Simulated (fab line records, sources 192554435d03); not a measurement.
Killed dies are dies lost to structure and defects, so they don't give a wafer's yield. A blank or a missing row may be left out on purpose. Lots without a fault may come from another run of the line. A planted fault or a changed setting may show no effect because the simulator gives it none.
fab line records | flow n5_finfet | part 1 of 2: steps 1 to 24 of 29
record lots=5 wafers=15 last_day=18
route steps=1938 shown WELL_APT@44 PMOS_HMC_CHANNEL_EPI@57
lots that met no fault: from a run of the same line without faults
start_h: hours from the record's first day to the start of the lot's first wafer shown | wait_h: hours since the lot's step before | " the same as in the row above | L1.1+2: a row that stands for several wafers | - no value, or no start given | * or withheld: withheld | < > ~ a bound
route shown NAME@n: a module of which the file shows steps, and the number in the route of the first | usual: mean/standard deviation of fault-free wafers | same: alike in all rows | chamber/n: place in a boat | sites: the reading at each site | _std_site: their standard deviation | _edge_site: outer sites' mean less inner sites' | radius_mm: how far each site lies from the wafer's centre | mask NAME#n: copy n | behind: the tool/chamber that last shaped the wafer | hold: why the lot was held/for how many hours/how that ended | device: the transistor (n, p or np) that didn't switch | end of line: the same wafers' tests at the end of the route | a step without rows: its recipe alone | killed: dies lost to structure and defects at the first sort, not the wafer's yield | map: a wafer's dies, x killed, . not, _ none there
set.NAME: the setting as run; set.NAME@STEP: as run at that earlier step | model.NAME: the simulator's own value behind a step, which no gauge read
lots at some steps of the route; a table a step, a row a wafer
services: from which hour (start_h, from the record's first day; less than 0 if before it) a tool's chamber was out of use, for how many hours, and why
## steps
# step N5_WELL_APT_OVL_MEAS_26
# recipe points_per_wafer=44
# usual PWELL_OVL=1/6.4
# columns lot.wafer tool chamber start_h wait_h PWELL_OVL[nm]
L074.1 overlay-02 0 16.56 0.0 -7
L074.2 " 0 " " -3
L074.5 " 0 " " -6
L081.2 overlay-02 0 57.10 0.0 -2
L081.4 " 0 " " -9
L081.5 " 0 " " -2
L083.1 overlay-02 0 68.84 0.0 1
L083.2 " 0 " " 9
L083.5 " 0 " " 2
L094.1 overlay-02 0 135.11 0.0 -12
L094.2 " 0 " " -3
L094.6 " 0 " " -11
L097.1 overlay-02 0 153.14 0.0 -2
L097.4 " 0 " " 4
L097.6 " 0 " " 7
# step N5_WELL_APT_INSPECT_27
# recipe mode=adi inspect_instrument=macro
# usual raw_defect_count=2.2/1.5
# columns lot.wafer tool chamber start_h wait_h raw_defect_count
L074.1 defect_inspect-02 - 16.59 0.0 3
L074.2 " - " " 3
L074.5 " - " " 1
L081.2 defect_inspect-01 - 57.12 0.0 3
L081.4 " - " " 4
L081.5 " - " " 1
L083.1 defect_inspect-01 - 68.87 0.0 1
L083.2 " - " " 0
L083.5 " - " " 1
L094.1 defect_inspect-02 - 135.13 0.0 3
L094.2 " - " " 2
L094.6 " - " " 2
L097.1 defect_inspect-01 - 153.16 0.0 1
L097.4 " - " " 3
L097.6 " - " " 4
# step N5_WELL_APT_DESCUM_30
# recipe chemistry=O2 time_s=7.9 source_power_w=50 bias_power_w=20 pressure_mtorr=20 rf_frequency_hz=2.712e+07 temp_c=40 o2_flow_sccm=225
# usual drypump_motor_current_A=5.7/0.43 oes_product_au=0.82/0.078 rf_vpp_V=242.9/1.3 showerhead_plenum_p_Torr=2.07/0.065 throttle_valve_pct=20.34/0.17
# columns lot.wafer tool chamber start_h wait_h drypump_motor_current_A oes_product_au rf_hours_counter_h rf_vpp_V showerhead_plenum_p_Torr throttle_valve_pct
L074.1 rie_diel-02 3 16.62 0.0 5.9 0.82 71 244.7 2.22 20.03
L074.2 " 1 " " 6.1 0.82 77 242.1 2.02 20.29
L074.5 " 2 " " 5.7 0.71 - 242.8 2.04 20.71
L081.2 rie_diel-01 1 57.16 0.0 5.0 0.70 218 240.9 2.00 20.74
L081.4 " 2 " " 5.6 0.83 71 243.7 2.13 20.35
L081.5 " 3 " " 6.1 0.83 - 242.6 2.04 20.31
L083.1 rie_diel-04 2 69.19 0.3 4.8 0.95 15 242.8 2.13 20.08
L083.2 " 1 " " 5.4 0.79 108 243.0 2.02 20.43
L083.5 " 2 " " 4.8 0.94 - 243.8 2.13 20.12
L094.1 rie_diel-04 3 135.17 0.0 5.5 0.86 37 244.2 2.13 20.34
L094.2 " 0 " " 6.1 0.91 20 242.0 2.03 20.16
L094.6 " 1 " " 5.4 0.77 - 241.4 2.01 20.46
L097.1 rie_diel-02 3 153.33 0.2 5.9 0.77 126 243.5 2.20 20.11
L097.4 " 2 " " 5.7 0.90 39 241.5 2.02 20.39
L097.6 " 2 " " 5.7 0.90 - 243.0 2.03 20.39
# step N5_WELL_APT_IMPLANT_31
# recipe species=B energy_kev=60 dose_cm2=1.5e+13 tilt_deg=0 rotation_deg=0
# usual beam_on_s=10.02/0.2 faraday_current_uA=190/3.7
# columns lot.wafer tool chamber start_h wait_h beam_on_s faraday_current_uA
L074.1 implanter-02 0 16.72 0.1 9.80 194
L074.2 " 0 " " 10.15 187
L074.5 " 0 " " 9.70 196
L081.2 implanter-02 0 57.29 0.1 10.16 188
L081.4 " 0 " " 10.18 186
L081.5 " 0 " " 9.95 192
L083.1 implanter-01 0 69.30 0.1 10.02 191
L083.2 " 0 " " 10.17 188
L083.5 " 0 " " 9.83 193
L094.1 implanter-02 0 135.26 0.1 9.95 191
L094.2 " 0 " " 9.90 193
L094.6 " 0 " " 9.76 195
L097.1 implanter-02 0 153.43 0.1 9.79 194
L097.4 " 0 " " 10.10 189
L097.6 " 0 " " 9.82 193
# step N5_WELL_APT_IMPLANT_32
# recipe species=BF2 energy_kev=50 dose_cm2=2e+13 tilt_deg=0 rotation_deg=0
# usual beam_on_s=9.98/0.2 faraday_current_uA=254/5.1
# columns lot.wafer tool chamber start_h wait_h beam_on_s faraday_current_uA
L074.1 implanter-02 0 16.90 0.1 9.97 256
L074.2 " 0 " " 10.08 252
L074.5 " 0 " " 10.04 252
L081.2 implanter-02 0 57.47 0.1 9.78 258
L081.4 " 0 " " 10.24 248
L081.5 " 0 " " 9.77 260
L083.1 implanter-01 0 69.48 0.1 9.76 257
L083.2 " 0 " " 9.86 256
L083.5 " 0 " " 10.02 253
L094.1 implanter-02 0 135.44 0.1 10.04 251
L094.2 " 0 " " 9.53 263
L094.6 " 0 " " 9.76 259
L097.1 implanter-02 0 153.61 0.1 10.05 253
L097.4 " 0 " " 10.14 249
L097.6 " 0 " " 10.17 249
# step N5_WELL_APT_STRIP_33
# recipe chemistry=SPM time_s=900 temp_c=130 h2so4_h2o2_vol_ratio=4 dry=ipa_marangoni
# usual bath_heat_duty_pct=15.1/1.8
# columns lot.wafer tool chamber start_h wait_h bath_heat_duty_pct
L074.1 wet_bench-04 5 17.11 0.2 17.3
L074.2 " 6 " " 15.0
L074.5 " 1 " " 16.0
L081.2 wet_bench-04 7 57.64 0.1 13.2
L081.4 " 1 " " 13.6
L081.5 " 6 " " 16.1
L083.1 wet_bench-01 1 69.69 0.2 15.2
L083.2 " 5 " " 14.8
L083.5 " 7 " " 14.5
L094.1 wet_bench-01 2 135.65 0.2 16.2
L094.2 " 7 " " 15.4
L094.6 " 4 " " 16.6
L097.1 wet_bench-04 6 153.82 0.2 15.5
L097.4 " 3 " " 14.9
L097.6 " 7 " " 12.9
# step N5_WELL_APT_RTA_34
# recipe temp_c=1000 time_s=10 ambient=N2 idle_temp_c=600 ramp_up_c_per_s=150 ramp_down_c_per_s=60 cool_to_c=600
# usual lamp_power_pct=13.01/0.051 lamp_zone_7_pct=13.43/0.032 wafer_temp_C_max=1003.7/1.1
# columns lot.wafer tool chamber start_h wait_h lamp_power_pct lamp_zone_7_pct wafer_temp_C_max
L074.1 rtp_anneal-01 0 17.63 0.0 13.05 13.40 1003.4
L074.2 " 0 " " 12.92 13.47 1002.7
L074.5 " 0 " " 13.00 13.46 1003.6
L081.2 rtp_anneal-02 0 57.95 0.1 12.95 13.43 1004.5
L081.4 " 0 " " 13.02 13.46 1002.6
L081.5 " 0 " " 12.94 13.45 1004.0
L083.1 rtp_anneal-01 0 69.97 0.0 12.96 13.50 1004.1
L083.2 " 0 " " 13.00 13.43 1006.2
L083.5 " 0 " " 12.96 13.42 1004.2
L094.1 rtp_anneal-02 0 135.93 0.0 12.98 13.46 1004.2
L094.2 " 0 " " 12.99 13.46 1002.1
L094.6 " 0 " " 13.03 13.48 1003.7
L097.1 rtp_anneal-02 0 154.34 0.0 13.00 13.44 1004.1
L097.4 " 0 " " 13.06 13.43 1005.4
L097.6 " 0 " " 13.03 13.42 1002.9
# step N5_WELL_APT_OXIDE_STRIP_42
# recipe chemistry=dHF dilution=25:1 time_s=45 temp_c=25 target=SiO2 target_depth_a=120
# usual bath_heat_duty_pct=6.5/0.85
# columns lot.wafer tool chamber start_h wait_h bath_heat_duty_pct
L074.1 wet_bench-03 3 17.78 0.1 5.7
L074.2 " 4 " " 7.9
L074.5 " 5 " " 6.3
L081.2 wet_bench-01 3 58.07 0.1 8.1
L081.4 " 1 " " 6.4
L081.5 " 0 " " 5.3
L083.1 wet_bench-01 2 70.12 0.1 7.6
L083.2 " 3 " " 7.6
L083.5 " 7 " " 6.6
L094.1 wet_bench-03 4 136.07 0.1 7.1
L094.2 " 5 " " 6.2
L094.6 " 2 " " 5.7
L097.1 wet_bench-03 4 154.49 0.1 6.3
L097.4 " 7 " " 5.2
L097.6 " 0 " " 7.7
# step N5_WELL_APT_PRECLEAN_36
# recipe chemistry=O3/DIW time_s=45 temp_c=22 o3_ppm=10
# usual bath_heat_duty_pct=2.4/0.48 o3_ppm=9.99/0.091
# columns lot.wafer tool chamber start_h wait_h bath_heat_duty_pct o3_ppm
L074.1 wet_bench-03 3 17.79 0.0 2.4 10.09
L074.2 " 4 " " 2.1 9.79
L074.5 " 5 " " 1.6 9.99
L081.2 wet_bench-01 3 58.09 0.0 2.8 10.05
L081.4 " 1 " " 2.8 9.75
L081.5 " 0 " " 2.6 9.92
L083.1 wet_bench-01 2 70.13 0.0 2.9 10.17
L083.2 " 3 " " 3.7 9.90
L083.5 " 7 " " 2.8 9.97
L094.1 wet_bench-03 4 136.09 0.0 1.6 10.11
L094.2 " 5 " " 2.8 10.05
L094.6 " 2 " " 1.6 10.05
L097.1 wet_bench-03 4 154.50 0.0 3.4 9.95
L097.4 " 7 " " 2.3 9.96
L097.6 " 0 " " 2.2 10.00
# step N5_WELL_APT_PRECLEAN_39
# recipe chemistry=dHF time_s=60 dilution=150:1 temp_c=25
# usual bath_heat_duty_pct=6.5/0.85
# columns lot.wafer tool chamber start_h wait_h bath_heat_duty_pct
L074.1 wet_bench-03 3 17.81 0.0 6.6
L074.2 " 4 " " 8.0
L074.5 " 5 " " 6.3
L081.2 wet_bench-01 3 58.10 0.0 6.4
L081.4 " 1 " " 5.9
L081.5 " 0 " " 5.7
L083.1 wet_bench-01 2 70.15 0.0 6.2
L083.2 " 3 " " 8.0
L083.5 " 7 " " 6.2
L094.1 wet_bench-03 4 136.10 0.0 6.7
L094.2 " 5 " " 6.9
L094.6 " 2 " " 5.9
L097.1 wet_bench-03 4 154.52 0.0 6.7
L097.4 " 7 " " 4.3
L097.6 " 0 " " 6.9
# step N5_WELL_APT_SRD_37
# recipe dry=ipa_marangoni do_ppb=5 time_s=30 temp_c=23 rinse_liquid=diw
# usual bath_heat_duty_pct=3.7/0.53
# columns lot.wafer tool chamber start_h wait_h bath_heat_duty_pct
L074.1 wet_bench-03 3 17.82 0.0 3.7
L074.2 " 4 " " 3.2
L074.5 " 5 " " 3.6
L081.2 wet_bench-01 3 58.12 0.0 4.1
L081.4 " 1 " " 4.1
L081.5 " 0 " " 3.7
L083.1 wet_bench-01 2 70.16 0.0 3.4
L083.2 " 3 " " 4.4
L083.5 " 7 " " 4.1
L094.1 wet_bench-03 4 136.12 0.0 4.2
L094.2 " 5 " " 3.6
L094.6 " 2 " " 3.2
L097.1 wet_bench-03 4 154.53 0.0 3.9
L097.4 " 7 " " 2.9
L097.6 " 0 " " 3.9
# step N5_WELL_APT_EPI_41
# recipe material=Si target_thk_a=500 temp_c=650 precursor=SiH4/H2 pressure_torr=20 time_s=297.7
# usual susceptor_temp_C=650.05/0.3 throttle_valve_pct=11.4/0.32
# columns lot.wafer tool chamber start_h wait_h susceptor_temp_C throttle_valve_pct
L074.1 epi_rpcvd-03 0 17.87 0.0 650.15 11.5
L074.2 " 0 " " 650.46 11.8
L074.5 " 0 " " 649.83 11.4
L081.2 epi_rpcvd-01 0 58.26 0.1 650.10 11.0
L081.4 " 0 " " 649.72 11.2
L081.5 " 0 " " 649.73 11.5
L083.1 epi_rpcvd-03 0 70.21 0.0 649.91 11.2
L083.2 " 0 " " 649.68 11.3
L083.5 " 0 " " 650.01 11.2
L094.1 epi_rpcvd-02 0 136.16 0.0 649.99 12.2
L094.2 " 0 " " 649.41 12.3
L094.6 " 0 " " 649.99 12.1
L097.1 epi_rpcvd-01 0 154.58 0.0 649.76 11.3
L097.4 " 0 " " 649.51 11.0
L097.6 " 0 " " 649.37 11.2
# step N5_WELL_APT_INSPECT_38
# recipe inspect_instrument=darkfield mode=post_epi
# usual raw_defect_count=12/5.2
# columns lot.wafer tool chamber start_h wait_h raw_defect_count
L074.1 defect_inspect-01 - 18.51 0.5 17
L074.2 " - " " 17
L074.5 " - " " 17
L081.2 defect_inspect-01 - 58.80 0.4 11
L081.4 " - " " 10
L081.5 " - " " 13
L083.1 defect_inspect-02 - 71.31 0.9 11
L083.2 " - " " 11
L083.5 " - " " 8
L094.1 defect_inspect-02 - 136.80 0.5 11
L094.2 " - " " 11
L094.6 " - " " 13
L097.1 defect_inspect-01 - 155.42 0.7 8
L097.4 " - " " 10
L097.6 " - " " 9
# step N5_PMOS_HMC_CHANNEL_EPI_HM_DEP_34
# recipe material=SiO2 target_thk_a=360 temp_c=400 precursor=TEOS/O2 pressure_torr=6.5 rf_w=900 teos_flow_sccm=161.4 gas=O2 flow_sccm=2650 time_s=6.9
# usual heater_power_w=553/84 showerhead_plenum_p_Torr=8.36/0.043 susceptor_temp_C=400.00/0.24 throttle_valve_pct=18.2/1.1
# columns lot.wafer tool chamber start_h wait_h heater_power_w showerhead_plenum_p_Torr susceptor_temp_C throttle_valve_pct
L074.1 pecvd-02 0 18.54 0.0 467 8.33 399.98 19.7
L074.2 " 1 " " 411 8.31 400.35 18.6
L074.5 " 0 " " 460 8.34 400.10 19.7
L081.2 pecvd-02 0 58.84 0.0 416 8.33 400.02 19.4
L081.4 " 2 " " 601 8.39 400.05 16.3
L081.5 " 1 " " 393 8.28 399.81 18.4
L083.1 pecvd-04 2 71.35 0.0 536 8.36 399.66 16.9
L083.2 " 1 " " 687 8.36 400.12 19.3
L083.5 " 1 " " 680 8.35 399.72 18.9
L094.1 pecvd-02 1 136.84 0.0 404 8.29 400.11 18.7
L094.2 " 2 " " 493 8.40 400.25 16.6
L094.6 " 2 " " 489 8.38 400.34 16.4
L097.1 pecvd-03 0 155.46 0.0 591 8.36 399.90 17.7
L097.4 " 2 " " 564 8.34 400.15 20.0
L097.6 " 0 " " 589 8.38 399.97 18.0
# step N5_PMOS_HMC_CHANNEL_EPI_COAT_31
# recipe resist=BARC temp_c=205 time_s=60 spin_rpm=1500 resist_thk_nm=66
# usual plate_temp_C=205.03/0.16
# columns lot.wafer tool chamber start_h wait_h plate_temp_C
L074.1 litho_track-01 0 18.60 0.0 204.76
L074.2 " 0 " " 205.04
L074.5 " 0 " " 204.83
L081.2 litho_track-02 0 58.89 0.0 205.12
L081.4 " 0 " " 205.34
L081.5 " 0 " " 205.02
L083.1 litho_track-02 0 71.41 0.0 204.88
L083.2 " 0 " " 204.88
L083.5 " 0 " " 204.90
L094.1 litho_track-03 0 136.89 0.0 205.08
L094.2 " 0 " " 205.28
L094.6 " 0 " " 205.25
L097.1 litho_track-02 0 155.51 0.0 205.14
L097.4 " 0 " " 205.46
L097.6 " 0 " " 205.32
# step N5_PMOS_HMC_CHANNEL_EPI_COAT_03
# recipe resist=CAR-ArF-block spin_rpm=1500 resist_thk_nm=205
# columns lot.wafer tool chamber start_h wait_h
L074.1+2+5 litho_track-01 0 - -
L081.2+4+5 litho_track-02 0 - -
L083.1+2+5 litho_track-02 0 - -
L094.1+2+6 litho_track-03 0 - -
L097.1+4+6 litho_track-02 0 - -
# step N5_PMOS_HMC_CHANNEL_EPI_EBR_05
# recipe solvent=PGMEA ebr_width_mm=1.5
# columns lot.wafer tool chamber start_h wait_h
L074.1+2+5 litho_track-01 0 - -
L081.2+4+5 litho_track-02 0 - -
L083.1+2+5 litho_track-02 0 - -
L094.1+2+6 litho_track-03 0 - -
L097.1+4+6 litho_track-02 0 - -
# step N5_PMOS_HMC_CHANNEL_EPI_SOFTBAKE_04
# recipe temp_c=110 time_s=60 resist=CAR-ArF-block
# usual plate_temp_C=110.01/0.11
# columns lot.wafer tool chamber start_h wait_h plate_temp_C
L074.1 litho_track-01 0 - - 110.01
L074.2 " 0 " " 110.16
L074.5 " 0 " " 110.14
L081.2 litho_track-02 0 - - 109.92
L081.4 " 0 " " 109.88
L081.5 " 0 " " 110.08
L083.1 litho_track-02 0 - - 110.00
L083.2 " 0 " " 109.98
L083.5 " 0 " " 109.98
L094.1 litho_track-03 0 - - 110.04
L094.2 " 0 " " 109.84
L094.6 " 0 " " 109.86
L097.1 litho_track-02 0 - - 109.81
L097.4 " 0 " " 109.86
L097.6 " 0 " " 109.98
# step N5_PMOS_HMC_CHANNEL_EPI_EXPOSE_06
# recipe mask_id=PMOS_HMC_BLK na=1.35 source_shape=conventional sigma_outer=0.8 polarization=unpolarized target_cd_nm=240 dose_mj=41
# usual exposure_dose_mJ_cm2=40.98/0.042
# columns lot.wafer tool chamber start_h wait_h mask exposure_dose_mJ_cm2
L074.1 arfi_scanner-03 0 18.70 - PMOS_HMC_BLK#0 40.93
L074.2 " 0 " " PMOS_HMC_BLK#0 40.92
L074.5 " 0 " " PMOS_HMC_BLK#0 40.94
L081.2 arfi_scanner-03 0 59.00 - PMOS_HMC_BLK#0 41.02
L081.4 " 0 " " PMOS_HMC_BLK#0 40.99
L081.5 " 0 " " PMOS_HMC_BLK#0 41.01
L083.1 arfi_scanner-03 0 71.50 - PMOS_HMC_BLK#0 41.02
L083.2 " 0 " " PMOS_HMC_BLK#0 41.04
L083.5 " 0 " " PMOS_HMC_BLK#0 40.99
L094.1 arfi_scanner-02 0 136.99 - PMOS_HMC_BLK#0 40.97
L094.2 " 0 " " PMOS_HMC_BLK#0 40.98
L094.6 " 0 " " PMOS_HMC_BLK#0 41.01
L097.1 arfi_scanner-02 0 155.74 - PMOS_HMC_BLK#0 40.93
L097.4 " 0 " " PMOS_HMC_BLK#0 40.97
L097.6 " 0 " " PMOS_HMC_BLK#0 40.99
# step N5_PMOS_HMC_CHANNEL_EPI_PEB_07
# recipe peb_temp_c=110 peb_time_s=60 resist=CAR-ArF-block
# usual plate_temp_C=110.02/0.13
# same peb_time_s=60
# columns lot.wafer tool chamber start_h wait_h plate_temp_C
L074.1 litho_track-03 0 18.75 0.1 109.99
L074.2 " 0 " " 109.91
L074.5 " 0 " " 109.97
L081.2 litho_track-02 0 59.05 0.0 109.88
L081.4 " 0 " " 110.07
L081.5 " 0 " " 110.09
L083.1 litho_track-03 0 71.56 0.1 110.17
L083.2 " 0 " " 110.34
L083.5 " 0 " " 110.13
L094.1 litho_track-01 0 137.05 0.1 109.92
L094.2 " 0 " " 109.85
L094.6 " 0 " " 110.05
L097.1 litho_track-02 0 155.79 0.1 110.07
L097.4 " 0 " " 110.07
L097.6 " 0 " " 110.11
# step N5_PMOS_HMC_CHANNEL_EPI_DEVELOP_08
# recipe develop_time_s=30 developer=TMAH resist=CAR-ArF-block dev_temp_c=23 rinse_liquid=diw dry=air_spin
# columns lot.wafer tool chamber start_h wait_h
L074.1+2+5 litho_track-03 0 - -
L081.2+4+5 litho_track-02 0 - -
L083.1+2+5 litho_track-03 0 - -
L094.1+2+6 litho_track-01 0 - -
L097.1+4+6 litho_track-02 0 - -
# step N5_PMOS_HMC_CHANNEL_EPI_CD_MEAS_09
# recipe target_cd_nm=237.4 landing_energy_ev=500 detector=se_inlens
# usual cd_nm=237.1/1.1
# columns lot.wafer tool chamber start_h wait_h cd_nm
L074.1 cd_sem-03 0 18.82 - 237.7
L074.2 " 0 " " 236.0
L074.5 " 0 " " 237.2
L081.2 cd_sem-03 0 59.12 - 236.7
L081.4 " 0 " " 236.6
L081.5 " 0 " " 234.2
L083.1 cd_sem-03 0 71.63 - 238.0
L083.2 " 0 " " 237.7
L083.5 " 0 " " 238.5
L094.1 cd_sem-03 0 137.12 - 237.2
L094.2 " 0 " " 237.1
L094.6 " 0 " " 237.5
L097.1 cd_sem-01 0 155.86 - 236.7
L097.4 " 0 " " 235.4
L097.6 " 0 " " 237.7
# step N5_PMOS_HMC_CHANNEL_EPI_OVL_MEAS_10
# recipe points_per_wafer=44
# usual PMOS_HMC_BLK_OVL=-0.3/0.76
# columns lot.wafer tool chamber start_h wait_h PMOS_HMC_BLK_OVL[nm]
L074.1 overlay-01 0 18.85 0.0 -0.4
L074.2 " 0 " " -0.3
L074.5 " 0 " " -1.2
L081.2 overlay-02 0 59.15 0.0 1.5
L081.4 " 0 " " 1.0
L081.5 " 0 " " 1.0
L083.1 overlay-02 0 71.66 0.0 -0.7
L083.2 " 0 " " 0.3
L083.5 " 0 " " -0.2
L094.1 overlay-01 0 137.15 0.0 -1.7
L094.2 " 0 " " -1.1
L094.6 " 0 " " -0.6
L097.1 overlay-02 0 155.89 0.0 0.5
L097.4 " 0 " " 0.6
L097.6 " 0 " " 0.1
# step N5_PMOS_HMC_CHANNEL_EPI_INSPECT_11
# recipe mode=adi inspect_instrument=macro
# usual raw_defect_count=1.6/1.4
# columns lot.wafer tool chamber start_h wait_h raw_defect_count
L074.1 defect_inspect-02 - 18.88 0.0 2
L074.2 " - " " 3
L074.5 " - " " 0
L081.2 defect_inspect-01 - 59.17 0.0 2
L081.4 " - " " 1
L081.5 " - " " 2
L083.1 defect_inspect-01 - 71.68 0.0 0
L083.2 " - " " 0
L083.5 " - " " 2
L094.1 defect_inspect-02 - 137.17 0.0 2
L094.2 " - " " 3
L094.6 " - " " 3
L097.1 defect_inspect-02 - 155.91 0.0 2
L097.4 " - " " 1
L097.6 " - " " 0
